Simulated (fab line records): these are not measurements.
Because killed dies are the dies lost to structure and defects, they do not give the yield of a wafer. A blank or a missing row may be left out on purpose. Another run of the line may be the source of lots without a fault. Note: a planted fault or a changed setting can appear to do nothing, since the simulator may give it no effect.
Chamber matching ; flow nand-harc ; NHARC_P_GATE_DESCUM_31 on rie-diel-10: 4 sister chambers
The step chemistry O2, time 3 s. 18 wafers are shown with their chamber, then 9 later ones without.

WAFERS, EACH WITH ITS CHAMBER
wafer;chamber;showerhead-plenum-p-Torr (Torr);drypump-motor-current-A (A);oes-product-au (a.u.)
L075.1;2;1.94;5.7;1.015
L075.2;1;1.91;5.5;1.003
L075.5;0;2.06;6.0;0.995
L078.4;3;1.87;5.6;1.003
L078.5;1;1.91;5.5;0.989
L078.6;2;1.94;5.7;1.012
L079.1;3;1.87;5.6;0.987
L079.2;2;1.94;5.8;1.013
L079.4;1;1.91;5.6;0.990
L081.1;3;1.87;5.6;0.995
L081.2;2;1.94;5.7;1.024
L081.5;3;1.87;5.6;1.001
L082.2;1;1.90;5.5;0.996
L082.3;2;1.94;5.8;1.012
L082.4;3;1.87;5.6;0.994
L085.1;2;1.94;5.8;1.004
L085.3;3;1.87;5.6;1.002
L085.6;3;1.87;5.6;0.997

SIGNATURES (means of the wafers above)
reading;chamber 0;chamber 1;chamber 2;chamber 3;scatter within a chamber
showerhead-plenum-p-Torr;2.0600;1.9075;1.9400;1.8700;0.00231
drypump-motor-current-A;6.000;5.525;5.750;5.600;0.0401
oes-product-au;0.99500;0.99450;1.01333;0.99700;0.00611
Rule: for each reading, subtract the chamber's mean from the wafer's reading, divide by that reading's scatter and square the result; add these up over the readings and take the root, which gives the wafer's distance from the chamber. If the next closest chamber is less than 2 further off than the closest, the wafer can't be placed; otherwise it belongs to the closest. The scatter: take each reading less its chamber's mean, square it, sum over the shown wafers, divide by the number of wafers less the number of chambers, and take the root.

WAFERS WITH NO CHAMBER GIVEN
wafer;showerhead-plenum-p-Torr (Torr);drypump-motor-current-A (A);oes-product-au (a.u.)
L086.4;1.94;5.8;1.020
L086.5;1.87;5.6;1.002
L086.6;2.06;6.0;1.000
L093.3;1.87;5.6;1.007
L093.4;1.94;5.8;1.003
L093.5;1.90;5.5;0.999
L097.3;1.90;5.5;1.004
L097.4;2.06;6.0;0.994
L097.5;2.06;6.0;0.998

WHICH CHAMBER EACH ONE RAN IN
wafer;from the rows above;in truth
L086.4;2;2
L086.5;3;3
L086.6;0;0
L093.3;3;3
L093.4;2;2
L093.5;1;1
L097.3;1;1
L097.4;0;0
L097.5;0;0
Correct placement for 9 of the 9. Can't be placed from these rows: 0. 0 placed wrongly.
